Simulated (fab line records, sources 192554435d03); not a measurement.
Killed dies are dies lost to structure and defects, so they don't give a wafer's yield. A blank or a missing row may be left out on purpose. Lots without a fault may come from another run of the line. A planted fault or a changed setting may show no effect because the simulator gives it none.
Chamber matching | flow n5_finfet | N5_BEOL_M1_STRIP_19 on rie_diel-06: 4 sister chambers
The step strips in O2. 14 wafers are shown with their chamber, then 7 later ones without.

WAFERS WITH THEIR CHAMBER
wafer  | chamber | throttle_valve_pct (%) | drypump_motor_current_A (A) | showerhead_plenum_p_Torr (Torr)
L077.3 | 1       | 16.03                  | 5.9                         | 2.11
L077.4 | 3       | 16.62                  | 5.3                         | 2.22
L077.6 | 3       | 16.61                  | 5.3                         | 2.22
L076.3 | 0       | 16.62                  | 5.8                         | 2.05
L076.4 | 3       | 16.62                  | 5.3                         | 2.22
L076.6 | 0       | 16.60                  | 5.8                         | 2.05
L086.1 | 0       | 16.63                  | 5.8                         | 2.04
L086.2 | 3       | 16.64                  | 5.3                         | 2.21
L086.4 | 2       | 16.91                  | 5.2                         | 2.06
L087.1 | 3       | 16.66                  | 5.3                         | 2.21
L087.2 | 0       | 16.63                  | 5.7                         | 2.04
L087.6 | 2       | 16.91                  | 5.2                         | 2.06
L093.1 | 3       | 16.66                  | 5.3                         | 2.21
L093.2 | 0       | 16.67                  | 5.8                         | 2.04

SIGNATURES (means of the wafers above)
reading                  | chamber 0 | chamber 1 | chamber 2 | chamber 3 | scatter within a chamber
throttle_valve_pct       | 16.6300   | 16.0300   | 16.9100   | 16.6350   | 0.0222
drypump_motor_current_A  | 5.780     | 5.900     | 5.200     | 5.300     | 0.0283
showerhead_plenum_p_Torr | 2.0440    | 2.1100    | 2.0600    | 2.2150    | 0.0052
Rule: a wafer's distance from a chamber is the root of the sum, over the readings, of the square of ((its reading less the chamber's mean) divided by the reading's scatter). The wafer belongs to the nearest chamber; if the next one is less than 2 further off, it can't be placed. The scatter: the root of (the sum of the squares of (reading less its chamber's mean) over the shown wafers, divided by (wafers less chambers)).

WAFERS WITHOUT THEIR CHAMBER
wafer  | throttle_valve_pct (%) | drypump_motor_current_A (A) | showerhead_plenum_p_Torr (Torr)
L093.3 | 16.07                  | 5.9                         | 2.11
L095.2 | 16.08                  | 5.9                         | 2.11
L095.4 | 16.94                  | 5.2                         | 2.06
L095.5 | 16.68                  | 5.3                         | 2.21
L096.1 | 16.67                  | 5.8                         | 2.04
L096.2 | 16.95                  | 5.2                         | 2.05
L096.4 | 16.08                  | 5.9                         | 2.10

WHICH CHAMBER EACH WENT THROUGH
wafer  | from the rows above | in truth
L093.3 | 1                   | 1
L095.2 | 1                   | 1
L095.4 | 2                   | 2
L095.5 | 3                   | 3
L096.1 | 0                   | 0
L096.2 | 2                   | 2
L096.4 | 1                   | 1
Placed correctly: 7 of 7. Can't be placed from these rows: 0. Placed wrongly: 0.
